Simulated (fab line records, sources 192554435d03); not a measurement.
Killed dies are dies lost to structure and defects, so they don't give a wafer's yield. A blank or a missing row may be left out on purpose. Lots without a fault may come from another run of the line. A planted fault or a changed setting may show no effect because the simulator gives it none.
Split-lot experiment | flow n5_finfet | 7 lots, 21 wafers read, on a route of 1938 steps

THE SPLIT
At N5_BEOL_M1_EXPOSE_25 (exposes mask V0, defocus 5 nm, target cd 24 nm), the setting dose_mj was moved away from the recipe's 63 on 6 of the 21 wafers read, by -2.6% to +5.5%. The other wafers ran this setting at the recipe's value.

FROM THE SPLIT TO THE READING: what the file shows between them, 2 steps
- N5_BEOL_M1_PEB_26: peb time 60 s
- N5_BEOL_M1_DEVELOP_27: develop time 30 s

THE READING
cd_nm, in nm, at N5_BEOL_M1_CD_MEAS_28 (target cd y 23.3 nm). Fault-free wafers of this fab line usually give 24.05 nm, standard deviation 0.25 nm.

wafer  | tool, chamber at the split | dose_mj as run | against the recipe | cd_nm, nm | against lot-mates on the recipe
L076.1 | euv_scanner-02, 0          | 63             | recipe             | 24.30     | -
L076.3 | euv_scanner-02, 0          | 63             | recipe             | 24.05     | -
L076.6 | euv_scanner-02, 0          | 63             | recipe             | 23.98     | -
L077.3 | euv_scanner-02, 0          | 64.31          | +2.1%              | 24.50     | +0.47
L077.4 | euv_scanner-02, 0          | 64.31          | +2.1%              | 24.24     | +0.21
L077.6 | euv_scanner-02, 0          | 63             | recipe             | 24.03     | -
L078.2 | euv_scanner-02, 0          | 63             | recipe             | 24.26     | -
L078.4 | euv_scanner-02, 0          | 63             | recipe             | 24.16     | -
L078.5 | euv_scanner-02, 0          | 63             | recipe             | 24.03     | -
L081.3 | euv_scanner-02, 0          | 64.82          | +2.9%              | 24.97     | +0.90
L081.4 | euv_scanner-02, 0          | 63             | recipe             | 24.07     | -
L081.6 | euv_scanner-02, 0          | 64.82          | +2.9%              | 24.88     | +0.81
L091.2 | euv_scanner-01, 0          | 63             | recipe             | 24.37     | -
L091.3 | euv_scanner-01, 0          | 63             | recipe             | 24.14     | -
L091.6 | euv_scanner-01, 0          | 63             | recipe             | 23.97     | -
L093.2 | euv_scanner-02, 0          | 63             | recipe             | 23.96     | -
L093.4 | euv_scanner-02, 0          | 61.34          | -2.6%              | 23.26     | -0.58
L093.5 | euv_scanner-02, 0          | 63             | recipe             | 23.73     | -
L095.3 | euv_scanner-02, 0          | 63             | recipe             | 24.10     | -
L095.4 | euv_scanner-02, 0          | 63             | recipe             | 24.35     | -
L095.5 | euv_scanner-02, 0          | 66.46          | +5.5%              | 25.74     | +1.51

THE FIT
A straight line over all 21 wafers: cd_nm changes by +0.28 nm for each +1% of dose_mj; r = +0.93; the points scatter about the line by 0.18 nm.
The same after taking each lot's own level away (the mean of its wafers on the recipe; 21 wafers): +0.26 nm for each +1%; r = +0.95; scatter 0.14 nm.
On that fit, the largest move of dose_mj shifts the reading by 1.4 nm.
The lots' own levels span 23.845 to 24.225 nm, that is 1.5 times the standard deviation above.
So the lot-to-lot level changes the slope little: the two slopes agree.
Check: with one of the wafers moved furthest among these (+5.5%) left out of the fit, the line predicts +1.34 nm for it against its lot-mates. It came out at +1.51 nm against them.

THE WHOLE CHAIN: every reading that the file lists as answering this split, in the file's order
step                   | what it does                                                       | reading                                                        | change (the file's fit)               | r (the file's)
N5_BEOL_M1_CD_MEAS_28  | target cd y 23.3 nm                                                | cd_nm                                                          | +0.262 nm for each +1% of the setting | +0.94
N5_BEOL_M1_VIA_ETCH_34 | etches the open film in C4F6/O2, target depth 67.8 nm, time 64.4 s | BEOL_M1.cd_nm (the simulator's own value, which no gauge read) | +0.221 nm for each +1% of the setting | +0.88

THE FILE'S OWN FIT
cd_nm changes by +0.262 nm for each +1% of dose_mj, r = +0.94.
